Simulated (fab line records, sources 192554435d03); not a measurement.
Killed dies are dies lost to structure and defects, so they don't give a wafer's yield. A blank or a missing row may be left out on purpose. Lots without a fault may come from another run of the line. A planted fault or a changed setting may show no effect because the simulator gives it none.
Split-lot experiment | flow n5_finfet | 7 lots, 21 wafers read, on a route of 1938 steps

THE SPLIT
At N5_BEOL_M8_EXPOSE_25 (exposes mask V7, target cd 40 nm), the setting dose_mj was moved away from the recipe's 42.5 on 4 of the 21 wafers read, by +4.0% to +6.3%. The other wafers ran this setting at the recipe's value.

FROM THE SPLIT TO THE READING: what the file shows between them, 2 steps
- N5_BEOL_M8_PEB_26: peb time 60 s
- N5_BEOL_M8_DEVELOP_27: develop time 30 s

THE READING
cd_nm, in nm, at N5_BEOL_M8_CD_MEAS_28 (target cd 40 nm). Fault-free wafers of this fab line usually give 39.97 nm, standard deviation 0.23 nm.

wafer  | tool, chamber at the split | dose_mj as run | against the recipe | cd_nm, nm | against lot-mates on the recipe
L074.1 | euv_scanner-02, 0          | 42.5           | recipe             | 39.88     | -
L074.4 | euv_scanner-02, 0          | 44.27          | +4.2%              | 40.48     | +0.79
L074.5 | euv_scanner-02, 0          | 42.5           | recipe             | 39.50     | -
L076.1 | euv_scanner-01, 0          | 42.5           | recipe             | 39.75     | -
L076.2 | euv_scanner-01, 0          | 42.5           | recipe             | 39.86     | -
L076.3 | euv_scanner-01, 0          | 42.5           | recipe             | 40.09     | -
L077.1 | euv_scanner-01, 0          | 42.5           | recipe             | 39.86     | -
L077.3 | euv_scanner-01, 0          | 42.5           | recipe             | 39.86     | -
L077.6 | euv_scanner-01, 0          | 44.57          | +4.9%              | 40.73     | +0.87
L078.2 | euv_scanner-01, 0          | 42.5           | recipe             | 40.15     | -
L078.3 | euv_scanner-01, 0          | 42.5           | recipe             | 40.08     | -
L078.6 | euv_scanner-01, 0          | 44.2           | +4.0%              | 40.51     | +0.40
L081.1 | euv_scanner-01, 0          | 42.5           | recipe             | 39.80     | -
L081.3 | euv_scanner-01, 0          | 42.5           | recipe             | 39.99     | -
L081.4 | euv_scanner-01, 0          | 42.5           | recipe             | 39.58     | -
L085.1 | euv_scanner-02, 0          | 42.5           | recipe             | 39.87     | -
L085.4 | euv_scanner-02, 0          | 42.5           | recipe             | 39.83     | -
L085.5 | euv_scanner-02, 0          | 42.5           | recipe             | 40.02     | -
L088.1 | euv_scanner-01, 0          | 42.5           | recipe             | 40.23     | -
L088.2 | euv_scanner-01, 0          | 45.17          | +6.3%              | 40.94     | +0.88
L088.3 | euv_scanner-01, 0          | 42.5           | recipe             | 39.90     | -

THE FIT
A straight line over all 21 wafers: cd_nm changes by +0.161 nm for each +1% of dose_mj; r = +0.88; the points scatter about the line by 0.17 nm.
The same after taking each lot's own level away (the mean of its wafers on the recipe; 21 wafers): +0.151 nm for each +1%; r = +0.91; scatter 0.14 nm.
On that fit, the largest move of dose_mj shifts the reading by 0.95 nm.
The lots' own levels span 39.690 to 40.115 nm, that is 1.8 times the standard deviation above.
So the lot-to-lot level changes the slope little: the two slopes agree.
Check: with one of the wafers moved furthest among these (+6.3%) left out of the fit, the line predicts +1 nm for it against its lot-mates. It came out at +0.875 nm against them.

THE WHOLE CHAIN: every reading that the file lists as answering this split, in the file's order
step                  | what it does                                                        | reading                                                        | change (the file's fit)               | r (the file's)
N5_BEOL_M8_CD_MEAS_28 | target cd 40 nm                                                     | cd_nm                                                          | +0.151 nm for each +1% of the setting | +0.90
N5_BEOL_M8_DESCUM_33  | chemistry O2, time 7 s                                              | BEOL_M8.cd_nm (the simulator's own value, which no gauge read) | +0.183 nm for each +1% of the setting | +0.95
N5_BEOL_M8_ETCH_72    | etches underlayer in N2/H2, target depth 6.5 nm, time 5.2 s         | BEOL_M8.cd_nm (the simulator's own value, which no gauge read) | +0.19 nm for each +1% of the setting  | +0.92
N5_BEOL_M8_ETCH_66    | etches SOC in N2/H2, target depth 80 nm, overetch 16 nm, time 120 s | BEOL_M8.cd_nm (the simulator's own value, which no gauge read) | +0.172 nm for each +1% of the setting | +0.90

THE FILE'S OWN FIT
cd_nm changes by +0.151 nm for each +1% of dose_mj, r = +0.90.
